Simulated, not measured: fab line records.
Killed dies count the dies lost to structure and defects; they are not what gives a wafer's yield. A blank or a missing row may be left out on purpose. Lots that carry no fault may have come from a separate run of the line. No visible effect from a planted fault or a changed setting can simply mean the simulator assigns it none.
fab line records	flow nand-harc	part 1 of 2: steps 1 to 4 of 6
[record] lots = 21	wafers = 63	last-day = 33
route steps=1302 shown A_STAIRCASE@670
lots with no fault: from the same line, run without faults
start-h: start of the lot's first displayed wafer, in hours after the record's first day	wait-h: hours from the lot's prior step to this one	" the same as in the row above	L1.1+2: a row that stands for several wafers	- no value, or no start was given	* or withheld: withheld	< > ~ a bound
route shown NAME@n: NAME is a module with steps in the file, n the number in the route of the first one	usual: mean and standard deviation over wafers with no fault	same: alike in all rows	chamber/n: place in a boat	sites: per-site readings	_std_site: the values' standard deviation	_edge_site: mean of outer sites minus mean of inner sites	radius-mm: how far each site lies from the wafer's centre	mask NAME#n: copy n	behind: the most recent tool/chamber to have shaped the wafer	hold: reason for holding the lot/hours on hold/outcome of the hold	device: whichever transistor did not switch (one of n, p or np)	end of line: the route-end tests of the same wafers	a step given without rows: its recipe and nothing more	killed: at the first sort, the dies lost to defects and structure; wafer yield is something else	map: a wafer's dies, x killed, . not, _ none there
set.NAME: setting as actually run; set.NAME@STEP: the setting as run at that earlier step	model.NAME: the simulator's own value behind a step, which no gauge read
one table for each step of the route and one row for each wafer, over a sample of lots
services: the hour from which a tool's chamber was out of use, counted from the record's first day as start-h (under 0 if before that day), plus the number of hours and why
[[steps]]
[step NHARC_A_STAIRCASE_TRIM_14]
[recipe] time-s = 211.2	o2-flow-sccm = 500	ar-flow-sccm = 0	bias-w = 0	chemistry = O2
[usual] drypump-motor-current-A = 5.8/0.62	oes-product-au = 1.004/0.0072	rf-vpp-V = 57.7/0.91	showerhead-plenum-p-Torr = 3.48/0.17	throttle-valve-pct = 17.036/0.0081
lot.wafer	tool	chamber	start-h	wait-h	drypump-motor-current-A	oes-product-au	rf-hours-counter-h	rf-vpp-V	showerhead-plenum-p-Torr	throttle-valve-pct
L074.4	rie-diel-07	2	-	-	6.2	0.996	17	57.3	3.30	17.036
L074.2	"	0	"	"	6.4	0.993	15	57.2	3.32	17.036
L074.6	"	2	"	"	6.3	1.001	-	57.8	3.30	17.032
L075.1	rie-diel-06	3	-	-	6.7	0.997	15	56.8	3.45	17.017
L075.6	"	1	"	"	6.0	0.999	-	58.9	3.80	17.036
L075.5	"	2	"	"	6.3	1.014	-	56.4	3.63	17.028
L077.3	rie-diel-04	2	-	-	6.0	1.005	1	56.7	3.37	17.031
L077.2	"	0	"	"	5.4	0.984	0	56.7	3.31	17.043
L077.4	"	1	"	"	4.9	1.000	-	58.8	3.41	17.033
L078.1	rie-diel-07	2	-	-	6.3	0.993	33	56.9	3.29	17.036
L078.2	"	3	"	"	5.9	0.996	31	57.0	3.37	17.014
L078.6	"	0	"	"	6.4	0.993	-	58.1	3.31	17.031
L079.2	rie-diel-06	1	-	-	5.9	1.007	24	58.3	3.79	17.032
L079.1	"	2	"	"	6.3	1.010	26	57.1	3.62	17.040
L079.6	"	3	"	"	6.7	1.021	-	58.9	3.44	17.031
L080.1	rie-diel-06	0	-	-	4.8	0.996	28	58.1	3.36	17.042
L080.2	"	2	"	"	6.3	1.001	26	58.9	3.62	17.044
L080.4	"	3	"	"	6.7	1.004	30	58.5	3.44	17.038
L082.4	rie-diel-06	3	-	-	6.7	1.014	37	56.1	3.44	17.044
L082.1	"	0	"	"	4.8	1.014	35	56.9	3.35	17.037
L082.5	"	0	"	"	4.8	1.012	-	57.6	3.35	17.052
L085.4	rie-diel-07	0	-	-	6.5	0.998	51	57.6	3.30	17.041
L085.1	"	2	"	"	6.2	0.994	54	55.4	3.28	17.026
L085.6	"	3	"	"	5.9	1.004	-	57.6	3.36	17.055
L084.1	rie-diel-04	3	-	-	5.4	0.998	11	56.9	3.46	17.033
L084.2	"	0	"	"	5.4	1.001	27	58.4	3.29	17.027
L084.6	"	2	"	"	6.0	1.008	-	57.6	3.35	17.045
L083.3	rie-diel-04	2	-	-	6.0	1.006	31	57.3	3.35	17.032
L083.2	"	0	"	"	5.4	1.007	28	56.0	3.29	17.028
L083.4	"	1	"	"	4.9	1.000	31	57.4	3.40	17.019
L086.2	rie-diel-06	0	-	-	4.8	0.999	45	57.0	3.35	17.035
L086.4	"	1	"	"	5.9	1.010	42	59.4	3.78	17.048
L086.6	"	0	"	"	4.8	1.005	-	57.7	3.35	17.027
L087.2	rie-diel-04	0	-	-	5.4	1.011	39	57.1	3.29	17.036
L087.1	"	1	"	"	4.9	1.005	42	57.8	3.39	17.043
L087.3	"	2	"	"	6.0	1.009	42	57.0	3.35	17.027
L089.3	rie-diel-06	1	-	-	5.9	0.997	1	57.7	3.78	17.044
L089.4	"	2	"	"	6.3	1.007	0	58.4	3.61	17.053
L089.6	"	1	"	"	6.0	1.005	-	58.2	3.78	17.036
L088.4	rie-diel-06	2	-	-	6.3	1.009	1	58.0	3.61	17.043
L088.5	"	3	"	"	6.7	1.006	-	56.4	3.42	17.030
L088.6	"	0	"	"	4.8	1.013	-	56.9	3.34	17.034
L090.2	rie-diel-07	2	-	-	6.2	1.004	13	59.3	3.80	17.032
L090.3	"	3	"	"	5.9	1.000	13	56.3	3.35	17.031
L090.6	"	1	"	"	5.4	0.996	-	59.4	3.60	17.029
L091.1	rie-diel-06	1	-	-	5.9	1.009	13	59.2	3.77	17.043
L091.5	"	0	"	"	4.9	1.010	-	57.8	3.34	17.040
L091.4	"	1	"	"	5.9	1.001	-	58.9	3.77	17.034
L092.3	rie-diel-06	2	-	-	6.3	1.007	13	57.0	3.60	17.031
L092.2	"	1	"	"	5.9	1.003	13	58.6	3.77	17.045
L092.4	"	0	"	"	4.8	1.014	-	57.1	3.34	17.036
L093.2	rie-diel-04	3	-	-	5.4	1.007	35	58.3	3.44	17.040
L093.4	"	3	"	"	5.4	1.012	-	57.0	3.44	17.035
L093.6	"	0	"	"	5.4	1.013	-	56.8	3.27	17.037
L095.4	rie-diel-06	1	-	-	5.9	1.001	24	56.9	3.77	17.031
L095.1	"	2	"	"	6.3	1.010	23	57.6	3.60	17.043
L095.6	"	2	"	"	6.3	1.000	-	58.7	3.60	17.040
L096.1	rie-diel-07	2	-	-	6.2	0.994	40	58.0	3.78	17.035
L096.5	"	1	"	"	5.4	1.005	-	58.2	3.59	17.049
L096.6	"	2	"	"	6.2	1.005	-	58.0	3.79	17.029
L097.4	rie-diel-06	2	-	-	6.3	0.998	29	57.3	3.59	17.028
L097.2	"	3	"	"	6.7	1.002	17	57.2	3.42	17.034
L097.6	"	0	"	"	4.8	1.011	-	57.8	3.33	17.035
[step NHARC_A_STAIRCASE_TRIM_22]
[recipe] time-s = 211.2	o2-flow-sccm = 500	ar-flow-sccm = 0	bias-w = 0	chemistry = O2
[usual] drypump-motor-current-A = 5.8/0.58	oes-product-au = 1.002/0.0067	rf-vpp-V = 57.7/1	showerhead-plenum-p-Torr = 3.48/0.18	throttle-valve-pct = 17.037/0.0095
lot.wafer	tool	chamber	start-h	wait-h	drypump-motor-current-A	oes-product-au	rf-hours-counter-h	rf-vpp-V	showerhead-plenum-p-Torr	throttle-valve-pct
L074.4	rie-diel-07	3	-	-	5.9	0.994	17	55.9	3.38	17.032
L074.2	"	0	"	"	6.5	0.997	16	57.2	3.32	17.036
L074.6	"	3	"	"	5.9	1.011	-	56.7	3.38	17.037
L075.1	rie-diel-06	1	-	-	6.0	1.020	12	57.7	3.80	17.030
L075.5	"	0	"	"	4.8	1.006	-	58.4	3.36	17.030
L075.6	"	1	"	"	6.0	1.005	-	59.5	3.80	17.029
L077.2	rie-diel-04	0	-	-	5.4	1.002	1	57.4	3.31	17.049
L077.3	"	1	"	"	4.9	1.005	2	57.6	3.41	17.022
L077.4	"	0	"	"	5.4	1.005	-	58.7	3.31	17.039
L078.2	rie-diel-07	3	-	-	5.9	0.998	32	58.6	3.37	17.039
L078.1	"	0	"	"	6.4	1.002	33	58.4	3.31	17.032
L078.6	"	2	"	"	6.2	0.995	-	57.6	3.29	17.053
L079.2	rie-diel-04	1	-	-	4.9	1.011	14	57.2	3.40	17.039
L079.1	"	0	"	"	5.4	1.003	12	58.0	3.30	17.040
L079.6	"	0	"	"	5.4	0.997	-	56.7	3.30	17.023
L080.4	rie-diel-07	3	-	-	5.9	0.997	33	57.7	3.37	17.030
L080.2	"	1	"	"	5.4	0.981	36	59.7	3.62	17.038
L080.1	"	2	"	"	6.2	1.001	35	58.4	3.29	17.033
L082.4	rie-diel-04	1	-	-	4.9	1.004	23	59.1	3.40	17.025
L082.1	"	3	"	"	5.4	0.998	5	57.0	3.46	17.021
L082.5	"	2	"	"	6.1	1.002	-	56.4	3.35	17.023
L085.1	rie-diel-04	1	-	-	4.9	0.994	30	58.7	3.40	17.036
L085.4	"	3	"	"	5.4	1.005	11	58.8	3.46	17.026
L085.6	"	1	"	"	4.8	0.997	-	56.5	3.40	17.042
L084.2	rie-diel-06	1	-	-	6.0	1.006	40	58.8	3.78	17.058
L084.1	"	2	"	"	6.3	0.994	42	56.9	3.61	17.057
L084.6	"	0	"	"	4.8	1.001	-	56.5	3.35	17.024
L083.2	rie-diel-06	2	-	-	6.3	0.999	43	58.6	3.61	17.032
L083.3	"	3	"	"	6.7	1.005	46	58.3	3.43	17.042
L083.4	"	1	"	"	5.9	1.002	41	57.3	3.78	17.026
L086.2	rie-diel-07	2	-	-	6.2	0.987	57	56.0	3.28	17.028
L086.4	"	3	"	"	5.9	0.996	48	57.2	3.36	17.044
L086.6	"	0	"	"	6.5	0.999	-	57.6	3.29	17.041
L087.2	rie-diel-07	1	-	-	5.4	0.997	4	58.1	3.61	17.050
L087.1	"	3	"	"	5.9	0.997	7	57.5	3.36	17.048
L087.3	"	0	"	"	6.5	1.006	4	57.4	3.29	17.057
L089.4	rie-diel-07	1	-	-	5.4	0.997	6	58.2	3.61	17.021
L089.3	"	3	"	"	5.9	1.010	9	56.5	3.36	17.046
L089.6	"	0	"	"	6.4	0.996	-	56.9	3.29	17.030
L088.4	rie-diel-07	0	-	-	6.5	1.010	8	56.2	3.29	17.029
L088.6	"	0	"	"	6.5	1.010	-	57.3	3.29	17.034
L088.5	"	1	"	"	5.4	0.995	-	58.8	3.60	17.046
L090.2	rie-diel-06	1	-	-	5.9	1.004	7	59.2	3.78	17.023
L090.3	"	2	"	"	6.3	1.012	7	56.6	3.61	17.027
L090.6	"	1	"	"	6.0	1.002	-	57.9	3.78	17.038
L091.1	rie-diel-06	1	-	-	6.0	1.005	14	59.0	3.77	17.044
L091.4	"	0	"	"	4.8	1.020	-	57.6	3.34	17.024
L091.5	"	2	"	"	6.3	1.012	-	57.4	3.60	17.052
L092.2	rie-diel-06	2	-	-	6.3	1.015	14	58.7	3.60	17.014
L092.3	"	0	"	"	4.8	1.007	15	57.2	3.34	17.039
L092.4	"	1	"	"	5.9	1.007	-	58.4	3.77	17.025
L093.2	rie-diel-07	2	-	-	6.3	0.999	29	58.8	3.79	17.044
L093.4	"	3	"	"	5.9	1.003	25	57.7	3.35	17.034
L093.6	"	2	"	"	6.2	0.994	-	57.9	3.79	17.049
L095.1	rie-diel-07	3	-	-	5.9	0.992	32	56.6	3.34	17.036
L095.4	"	2	"	"	6.2	0.990	35	57.0	3.79	17.034
L095.6	"	3	"	"	5.9	1.002	-	58.1	3.34	17.014
L096.1	rie-diel-07	0	-	-	6.4	0.999	30	57.4	3.28	17.044
L096.5	"	2	"	"	6.2	0.997	-	58.8	3.78	17.034
L096.6	"	1	"	"	5.4	1.008	-	57.7	3.59	17.036
L097.4	rie-diel-06	3	-	-	6.7	1.008	18	56.7	3.42	17.045
L097.2	"	2	"	"	6.3	1.008	30	57.4	3.59	17.049
L097.6	"	3	"	"	6.7	1.010	-	58.4	3.42	17.025
[step NHARC_A_STAIRCASE_STRIP_175]
[recipe] power-w = 1500	temp-c = 250	chemistry = O2
[usual] drypump-motor-current-A = 5.4/0.38	heater-power-w = 319/23
lot.wafer	tool	chamber	start-h	wait-h	drypump-motor-current-A	heater-power-w	rf-hours-counter-h
L074.2	plasma-asher-02	1	361.56	0.1	5.5	352	10
L074.4	"	1	"	"	5.5	360	-
L074.6	"	0	"	"	5.6	352	-
L075.1	plasma-asher-01	1	366.61	0.1	5.8	303	3
L075.6	"	0	"	"	4.8	292	-
L075.5	"	1	"	"	5.8	307	-
L077.2	plasma-asher-01	1	388.18	0.1	5.8	311	7
L077.4	"	0	"	"	4.8	284	-
L077.3	"	1	"	"	5.8	307	-
L078.2	plasma-asher-02	0	405.37	0.1	5.6	350	19
L078.1	"	1	"	"	5.5	349	19
L078.6	"	0	"	"	5.6	343	-
L079.1	plasma-asher-01	0	409.08	0.1	4.8	300	11
L079.2	"	1	"	"	5.8	303	11
L079.6	"	0	"	"	4.8	283	-
L080.2	plasma-asher-02	0	409.65	0.3	5.6	351	20
L080.1	"	1	"	"	5.5	345	20
L080.4	"	1	"	"	5.5	343	-
L082.1	plasma-asher-01	0	438.37	0.1	4.8	293	17
L082.4	"	1	"	"	5.8	307	-
L082.5	"	0	"	"	4.8	299	-
L085.1	plasma-asher-01	1	460.42	0.1	5.8	307	22
L085.4	"	1	"	"	5.8	310	-
L085.6	"	1	"	"	5.8	305	-
L084.1	plasma-asher-02	1	460.46	0.1	5.5	344	30
L084.2	"	0	"	"	5.6	350	30
L084.6	"	0	"	"	5.6	348	-
L083.2	plasma-asher-01	0	464.26	0.1	4.8	299	23
L083.4	"	1	"	"	5.8	305	-
L083.3	"	0	"	"	4.8	286	-
L086.2	plasma-asher-02	0	465.96	0.1	5.6	352	31
L086.4	"	1	"	"	5.5	346	-
L086.6	"	1	"	"	5.5	350	-
L087.1	plasma-asher-01	0	488.57	0.1	4.8	288	27
L087.2	"	1	"	"	5.8	312	27
L087.3	"	1	"	"	5.8	312	-
L089.4	plasma-asher-02	1	500.03	0.2	5.5	336	-
L089.3	"	0	"	"	5.6	329	-
L089.6	"	1	"	"	5.5	334	-
L088.4	plasma-asher-02	1	507.00	0.2	5.5	349	-
L088.6	"	1	"	"	5.5	339	-
L088.5	"	0	"	"	5.6	320	-
L090.2	plasma-asher-01	1	518.20	0.1	5.9	313	35
L090.3	"	1	"	"	5.8	311	-
L090.6	"	1	"	"	5.8	296	-
L091.1	plasma-asher-01	1	530.18	0.1	5.8	297	1
L091.4	"	1	"	"	5.8	294	-
L091.5	"	0	"	"	4.8	296	-
L092.2	plasma-asher-02	0	530.58	0.1	5.6	318	7
L092.3	"	1	"	"	5.5	343	-
L092.4	"	0	"	"	5.6	321	-
L093.2	plasma-asher-02	0	544.11	0.1	5.6	327	10
L093.4	"	1	"	"	5.5	339	-
L093.6	"	0	"	"	5.6	320	-
L095.1	plasma-asher-02	1	559.78	0.1	5.5	348	13
L095.4	"	1	"	"	5.5	342	-
L095.6	"	0	"	"	5.6	324	-
L096.1	plasma-asher-01	1	575.70	0.1	5.8	306	11
L096.5	"	1	"	"	5.8	295	-
L096.6	"	0	"	"	4.8	289	-
L097.2	plasma-asher-02	1	585.65	0.1	5.5	343	18
L097.4	"	1	"	"	5.5	339	-
L097.6	"	1	"	"	5.5	337	-
[step NHARC_A_STAIRCASE_TRIM_193]
[recipe] time-s = 211.2	o2-flow-sccm = 500	ar-flow-sccm = 0	bias-w = 0	chemistry = O2
[usual] drypump-motor-current-A = 5.8/0.65	oes-product-au = 1.003/0.0066	rf-vpp-V = 57.6/0.9	showerhead-plenum-p-Torr = 3.47/0.17	throttle-valve-pct = 17.036/0.0085
lot.wafer	tool	chamber	start-h	wait-h	drypump-motor-current-A	oes-product-au	rf-hours-counter-h	rf-vpp-V	showerhead-plenum-p-Torr	throttle-valve-pct
L074.2	rie-diel-07	2	-	-	6.2	1.004	20	58.3	3.30	17.032
L074.4	"	3	"	"	5.8	0.997	19	57.0	3.38	17.034
L074.6	"	1	"	"	5.4	1.004	-	56.5	3.63	17.043
L075.1	rie-diel-06	1	-	-	6.0	1.006	15	58.0	3.80	17.022
L075.6	"	3	"	"	6.7	1.003	-	56.3	3.45	17.020
L075.5	"	0	"	"	4.8	1.000	-	58.1	3.36	17.036
L077.2	rie-diel-04	0	-	-	5.4	1.000	2	57.3	3.31	17.028
L077.3	"	1	"	"	4.9	1.005	3	55.3	3.41	17.023
L077.4	"	2	"	"	6.1	1.003	-	55.8	3.37	17.031
L078.2	rie-diel-07	2	-	-	6.2	1.004	35	57.3	3.29	17.043
L078.1	"	3	"	"	5.9	0.997	33	58.5	3.37	17.044
L078.6	"	0	"	"	6.4	1.004	-	58.6	3.31	17.037
L079.2	rie-diel-04	1	-	-	4.9	1.000	14	55.8	3.40	17.040
L079.1	"	0	"	"	5.4	1.003	13	58.0	3.30	17.041
L079.6	"	2	"	"	6.0	1.003	-	57.3	3.36	17.039
L080.1	rie-diel-06	0	-	-	4.8	1.014	30	57.3	3.36	17.059
L080.4	"	1	"	"	5.9	1.016	26	58.8	3.79	17.031
L080.2	"	2	"	"	6.3	0.997	28	58.5	3.62	17.028
L082.1	rie-diel-06	0	-	-	4.8	1.003	36	57.5	3.35	17.033
L082.4	"	2	"	"	6.4	1.001	34	59.2	3.62	17.050
L082.5	"	0	"	"	4.8	1.001	-	56.4	3.35	17.050
L084.2	rie-diel-07	1	-	-	5.4	1.003	55	59.3	3.61	17.017
L084.1	"	3	"	"	5.8	1.001	47	57.3	3.36	17.040
L084.6	"	1	"	"	5.5	0.994	-	57.3	3.61	17.027
L085.1	rie-diel-06	1	-	-	5.9	0.997	41	58.6	3.78	17.046
L085.4	"	3	"	"	6.7	0.999	46	58.2	3.43	17.024
L085.6	"	1	"	"	5.9	1.000	-	58.2	3.78	17.020
L083.2	rie-diel-04	0	-	-	5.4	0.990	29	58.2	3.29	17.035
L083.3	"	2	"	"	6.0	0.992	33	57.6	3.35	17.030
L083.4	"	3	"	"	5.4	0.990	13	58.0	3.45	17.028
L086.2	rie-diel-04	0	-	-	5.4	0.997	30	57.5	3.29	17.036
L086.4	"	1	"	"	4.8	1.000	33	58.2	3.40	17.032
L086.6	"	2	"	"	6.0	1.002	-	57.3	3.35	17.018
L087.3	rie-diel-04	2	-	-	6.1	1.015	44	57.3	3.34	17.052
L087.1	"	0	"	"	5.4	1.009	42	57.8	3.28	17.042
L087.2	"	1	"	"	4.9	1.012	45	58.5	3.39	17.045
L089.4	rie-diel-06	3	-	-	6.7	1.013	1	58.3	3.43	17.025
L089.3	"	1	"	"	6.0	1.003	1	59.1	3.78	17.047
L089.6	"	3	"	"	6.7	1.007	-	59.0	3.43	17.029
L088.4	rie-diel-06	1	-	-	5.9	1.006	3	57.0	3.78	17.033
L088.5	"	3	"	"	6.7	1.014	-	57.0	3.42	17.041
L088.6	"	0	"	"	4.8	1.009	-	56.5	3.34	17.037
L090.2	rie-diel-04	1	-	-	4.9	1.009	52	57.0	3.38	17.039
L090.3	"	2	"	"	6.0	1.012	52	56.7	3.34	17.044
L090.6	"	1	"	"	4.9	1.015	-	57.0	3.38	17.036
L091.4	rie-diel-06	0	-	-	4.8	0.998	16	57.3	3.33	17.049
L091.1	"	2	"	"	6.4	1.002	15	56.9	3.60	17.034
L091.5	"	1	"	"	6.0	1.005	-	57.5	3.77	17.022
L092.4	rie-diel-06	3	-	-	6.7	1.002	4	58.3	3.42	17.043
L092.2	"	0	"	"	4.8	0.997	17	57.1	3.33	17.021
L092.3	"	2	"	"	6.3	1.000	16	57.2	3.60	17.054
L093.2	rie-diel-06	3	-	-	6.7	1.006	8	57.8	3.42	17.034
L093.4	"	1	"	"	5.9	1.002	22	57.4	3.77	17.038
L093.6	"	0	"	"	4.8	1.009	-	58.5	3.33	17.017
L095.4	rie-diel-04	1	-	-	4.8	0.984	2	57.7	3.38	17.022
L095.1	"	2	"	"	6.1	0.984	2	56.5	3.34	17.024
L095.6	"	0	"	"	5.4	0.994	-	58.0	3.81	17.042
L096.1	rie-diel-06	0	-	-	4.8	1.009	28	57.3	3.33	17.042
L096.6	"	1	"	"	5.9	0.990	-	58.5	3.76	17.038
L096.5	"	2	"	"	6.3	1.000	-	58.0	3.59	17.047
L097.2	rie-diel-07	3	-	-	5.9	1.001	40	57.0	3.34	17.045
L097.4	"	0	"	"	6.5	1.010	34	56.5	3.28	17.059
L097.6	"	2	"	"	6.2	1.004	-	58.5	3.78	17.034
